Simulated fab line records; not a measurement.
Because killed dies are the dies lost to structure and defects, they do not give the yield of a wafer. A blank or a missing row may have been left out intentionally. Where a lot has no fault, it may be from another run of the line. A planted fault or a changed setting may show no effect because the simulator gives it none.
The tool behind it: which one?    flow nandHarc    14 lots, 42 wafers sampled, at 3 steps of a route of 1302

== WHAT EACH GAUGE READ, for each wafer ==
NHARC_A_BLC_CD_MEAS_10: target cd 100 nm.
lot   measured      on        cdNm (nm)
L929  day 22 08:03  cdSem-01  100.4 100.1 100.5
L931  day 22 23:50  cdSem-02  99.8 99.8 100.5
L930  day 23 00:53  cdSem-03  99.4 99.2 99.7
L932  day 23 22:55  cdSem-02  100.3 99.0 99.8
L941  day 27 07:55  cdSem-03  99.0 99.7 98.6
L943  day 28 13:04  cdSem-01  101.0 99.9 99.3
L944  day 28 15:30  cdSem-02  100.0 99.3 99.9
L946  day 29 11:37  cdSem-02  100.4 99.6 99.5
L945  day 29 11:54  cdSem-03  100.1 100.1 98.9
L948  day 30 04:53  cdSem-02  100.3 100.7 100.9
L949  day 30 13:46  cdSem-03  98.9 100.6 100.9
L950  day 31 10:40  cdSem-03  99.3 99.3 99.9
L951  day 31 12:31  cdSem-03  99.2 98.6 99.6
L952  day 32 11:13  cdSem-01  100.5 99.8 99.8

NHARC_A_BLC_INSPECT_12.
lot   measured      on                rawDefectCount
L929  day 22 08:11  defectInspect-02  90 73 65
L931  day 22 23:57  defectInspect-01  43 58 62
L930  day 23 01:01  defectInspect-02  73 72 75
L932  day 23 23:02  defectInspect-01  121 101 86
L941  day 27 08:02  defectInspect-01  88 91 84
L943  day 28 13:11  defectInspect-02  68 63 59
L944  day 28 15:37  defectInspect-02  106 99 100
L946  day 29 11:44  defectInspect-02  105 95 121
L945  day 29 12:02  defectInspect-02  96 79 73
L948  day 30 05:01  defectInspect-02  129 119 149
L949  day 30 13:53  defectInspect-02  84 73 76
L950  day 31 10:47  defectInspect-01  42 47 45
L951  day 31 12:38  defectInspect-02  125 114 120
L952  day 32 11:20  defectInspect-01  59 68 53

== WHICH TOOL RAN EACH LOT (tool, then ch and the chambers of the sampled wafers, then the start) ==
lot   NHARC_A_CONTACT_CMP_20
L929  cmp-04 ch 1,3, day 22 07:10
L931  cmp-01 ch 0,1,3, day 22 22:56
L930  cmp-04 ch 0,3, day 22 23:59
L932  cmp-04 ch 0,3, day 23 22:00
L941  cmp-04 ch 1,2,3, day 27 07:11
L943  cmp-04 ch 0,3, day 28 12:17
L944  cmp-04 ch 1,2, day 28 14:35
L946  cmp-04 ch 1,3, day 29 10:50
L945  cmp-03 ch 0,1,3, day 29 11:01
L948  cmp-03 ch 0,1,2, day 30 04:00
L949  cmp-03 ch 0,1,3, day 30 13:02
L950  cmp-04 ch 1,2,3, day 31 09:56
L951  cmp-01 ch 0,1,3, day 31 11:41
L952  cmp-01 ch 0,2,3, day 32 10:19
- NHARC_A_CONTACT_CMP_20: polishes, t overpolish 30 s, target thk 300 nm.

== WHAT THE TOOLS THEMSELVES READ (means of the sampled wafers that have a number; where no wafer has one, the mark that the record gives instead) ==
NHARC_A_CONTACT_CMP_20.
lot   tool    edgeZonePressureFrac  motorCurrentA (A)  overpolishRunS (s)  slurryFilterDpKPa (kPa)  slurryFlowMlMin  timeToEndpointS (s)
L929  cmp-04  0.996                 10.7               29.997              13.62                    149.9            52
L931  cmp-01  0.994                 12.7               30.012              13.47                    149.8            61
L930  cmp-04  0.999                 11.5               29.993              13.45                    149.8            57
L932  cmp-04  0.999                 11.5               30.001              13.51                    149.7            60
L941  cmp-04  1.003                 10.8               29.998              13.43                    150.2            54
L943  cmp-04  0.999                 11.5               30.011              13.54                    150.0            63
L944  cmp-04  1.000                 10.9               29.997              13.60                    149.5            57
L946  cmp-04  1.001                 10.3               29.995              13.59                    149.9            58
L945  cmp-03  1.000                 12.3               29.994              13.57                    150.5            62
L948  cmp-03  1.005                 13.3               30.001              13.45                    149.6            63
L949  cmp-03  0.998                 12.0               29.992              13.51                    149.7            63
L950  cmp-04  1.005                 10.9               30.003              13.67                    150.0            58
L951  cmp-01  1.000                 12.3               29.993              13.43                    150.4            66
L952  cmp-01  1.004                 12.0               30.014              13.54                    149.9            61

== THE ANSWER, worked out from the rows above alone ==
Rule: usual is defined by the lots themselves. The widest of any qualifying gaps counts: lots, ordered by their means at a reading, are off when they make up no more than a third of the lots, leave a main group of 4 or more, and stand apart from it by 3 or more times the standard deviation of that group's means. If all means in a main group match to the digits the tables above print for the reading, that group is not used. A lot without any number at a reading at which 4 lots or more have one is off too. Where the step has rows for the other lots, those lots are counted as sound. After the gauges, taken in route order, come the tools' own readings; for these a lot's mean is taken, as printed above. The first step at which some lot is off is used, and at that step the reading that is off furthest; a lot without a number counts as furthest.
No lot is off at any reading shown: from this, nothing can be told.

== WHAT HAD BEEN PUT IN BY THE SIMULATOR ==
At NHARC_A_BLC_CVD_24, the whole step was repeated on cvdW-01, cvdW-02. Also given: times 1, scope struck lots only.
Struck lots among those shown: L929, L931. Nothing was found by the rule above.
